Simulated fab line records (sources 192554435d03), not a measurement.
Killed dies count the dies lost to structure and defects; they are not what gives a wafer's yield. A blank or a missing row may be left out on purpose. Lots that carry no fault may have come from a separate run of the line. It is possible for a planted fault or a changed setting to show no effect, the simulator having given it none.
Lot-split experiment    flow n5-finfet    7 lots, 21 wafers read, on a route of 1938 steps

SPLIT DETAILS
At N5_FIN_CUT_CUT_ETCH_26 (etches SiNx in CH3F/O2, target depth 39 nm, time 55.7 s), the setting time-s was moved away from the recipe's 55.7 s on 7 of the 21 wafers read, by -17.5% to +6.6%. For the rest of the wafers, this setting stayed at what the recipe calls for.

Reading taken at the split's own step.

THE READING
SOC_of_FIN_CUT_COAT_18.thk-nm (the simulator's own value, which no gauge read), in nm, at N5_FIN_CUT_CUT_ETCH_26 (etches SiNx in CH3F/O2, target depth 39 nm, time 55.7 s). The file does not state a usual value for it. Average 211.3 nm, standard deviation 0.55 nm, over the 14 wafers here run with the recipe.

wafer   tool, chamber at the split  time-s as run, s  against the recipe  SOC_of_FIN_CUT_COAT_18.thk-nm, nm  against lot-mates on the recipe
L074.1  rie-diel-05, 2              55.7              recipe              210                                -
L074.3  rie-diel-05, 0              47.85             -14.1%              213.2                              +2.8
L074.6  rie-diel-05, 2              55.7              recipe              210.8                              -
L078.3  rie-diel-02, 0              55.7              recipe              212.2                              -
L078.4  rie-diel-02, 3              55.7              recipe              211                                -
L078.6  rie-diel-02, 3              55.7              recipe              211.6                              -
L081.1  rie-diel-06, 3              45.93             -17.5%              214.6                              +3.4
L081.4  rie-diel-06, 0              45.93             -17.5%              214.6                              +3.4
L081.6  rie-diel-06, 2              55.7              recipe              211.2                              -
L084.2  rie-diel-05, 1              55.7              recipe              211                                -
L084.3  rie-diel-05, 0              48.45             -13.0%              213.4                              +2.4
L084.5  rie-diel-05, 3              48.45             -13.0%              214.2                              +3.2
L087.4  rie-diel-02, 2              55.7              recipe              211.4                              -
L087.5  rie-diel-02, 0              55.7              recipe              211.8                              -
L087.6  rie-diel-02, 3              55.7              recipe              210.8                              -
L092.3  rie-diel-05, 3              55.7              recipe              212                                -
L092.5  rie-diel-05, 1              59.37             +6.6%               209.6                              -2.0
L092.6  rie-diel-05, 2              55.7              recipe              211.2                              -
L093.1  rie-diel-06, 0              55.7              recipe              211.4                              -
L093.2  rie-diel-06, 1              50.06             -10.1%              213                                +1.4
L093.6  rie-diel-06, 3              55.7              recipe              211.8                              -

FIT RESULTS
A straight line over all 21 wafers: SOC_of_FIN_CUT_COAT_18.thk-nm changes by -0.185 nm for each +1% of time-s; r = -0.93; the points scatter about the line by 0.53 nm.
The same after taking each lot's own level away (the mean of its wafers on the recipe; 21 wafers): -0.204 nm for each +1%; r = -0.96; scatter 0.41 nm.
That fit puts the effect of the largest move of time-s on the reading at 3.6 nm.
The lots' own levels span 210.40 to 211.60 nm, that is 2.2 times the standard deviation above.
The two slopes are in agreement: the lot-to-lot level therefore moves the slope only a little.
Check: +3.53 nm against its lot-mates is what the line predicts for one of the wafers moved furthest among these (-17.5%) when that wafer is left out of the fit. Against them it came out at +3.4 nm.

THE OTHER SPLITS THESE WAFERS WENT THROUGH
These wafers also went through other splits before the reading. Each is held against what the fit with the lots' levels taken away leaves over:
other split on the same wafers             wafers away from the commonest value  r with SOC_of_FIN_CUT_COAT_18.thk-nm (lot level and that fit taken away)
N5_WELL_APT_COAT_02 spin-rpm               7                                     -0.12
N5_PMOS_HMC_CHANNEL_EPI_PEB_07 peb-temp-c  7                                     -0.03
N5_PMOS_HMC_CHANNEL_EPI_DESCUM_14 time-s   5                                     +0.07

THE WHOLE CHAIN: every reading that the file lists as answering this split, in the file's order
step                    what it does                                             reading                                                                         change (the file's fit)                r (the file's)
N5_FIN_CUT_CUT_ETCH_26  etches SiNx in CH3F/O2, target depth 39 nm, time 55.7 s  etch.depth-nm (the simulator's own value, which no gauge read)                  +0.423 nm for each +1% of the setting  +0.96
N5_FIN_CUT_CUT_ETCH_26  etches SiNx in CH3F/O2, target depth 39 nm, time 55.7 s  SOC_of_FIN_CUT_COAT_18.thk-nm (the simulator's own value, which no gauge read)  -0.198 nm for each +1% of the setting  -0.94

THE FILE'S OWN FIT
SOC_of_FIN_CUT_COAT_18.thk-nm changes by -0.198 nm for each +1% of time-s, r = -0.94.
